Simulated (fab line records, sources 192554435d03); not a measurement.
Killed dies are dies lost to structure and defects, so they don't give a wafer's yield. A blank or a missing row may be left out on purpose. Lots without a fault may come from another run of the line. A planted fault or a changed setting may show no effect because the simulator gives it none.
Chamber matching | flow n5_finfet | N5_BEOL_M6_ETCH_66 on rie_diel-06: 4 sister chambers
The step etches SOC in N2/H2, target depth 80 nm, overetch 16 nm, time 120 s. 4 wafers are shown with their chamber, then 11 later ones without.

WAFERS WITH THEIR CHAMBER
wafer  | chamber | drypump_motor_current_A (A)
L085.6 | 1       | 5.6
L087.2 | 3       | 4.9
L087.5 | 2       | 5.6
L089.2 | 0       | 5.2

WAFERS WITHOUT THEIR CHAMBER
wafer  | drypump_motor_current_A (A)
L089.3 | 4.9
L089.5 | 5.2
L094.1 | 5.6
L094.2 | 5.6
L094.6 | 4.9
L096.1 | 4.9
L096.2 | 5.7
L096.4 | 5.2
L097.1 | 5.6
L097.2 | 5.0
L097.4 | 5.2

WHICH CHAMBER EACH WENT THROUGH
wafer  | from the rows above     | in truth
L089.3 | 3                       | 3
L089.5 | 0                       | 0
L094.1 | can't be placed: 1 or 2 | 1
L094.2 | can't be placed: 1 or 2 | 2
L094.6 | 3                       | 3
L096.1 | 3                       | 3
L096.2 | can't be placed: 1 or 2 | 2
L096.4 | 0                       | 0
L097.1 | can't be placed: 1 or 2 | 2
L097.2 | 3                       | 3
L097.4 | 0                       | 0
Placed correctly: 7 of 11. Can't be placed from these rows: 4 (the true chamber is among the candidates in 4). Placed wrongly: 0.
How it was worked out, from the rows above alone: a wafer's distance from a chamber is the root of the sum, over the readings, of the square of ((its reading less the chamber's mean) divided by the reading's scatter). The wafer belongs to the nearest chamber; if the next one is less than 2 further off, it can't be placed. A chamber's mean is the mean of its shown wafers. The scatter: with one shown wafer a chamber, the root of the mean of the squares of how far each hidden wafer lies from its nearest shown one.
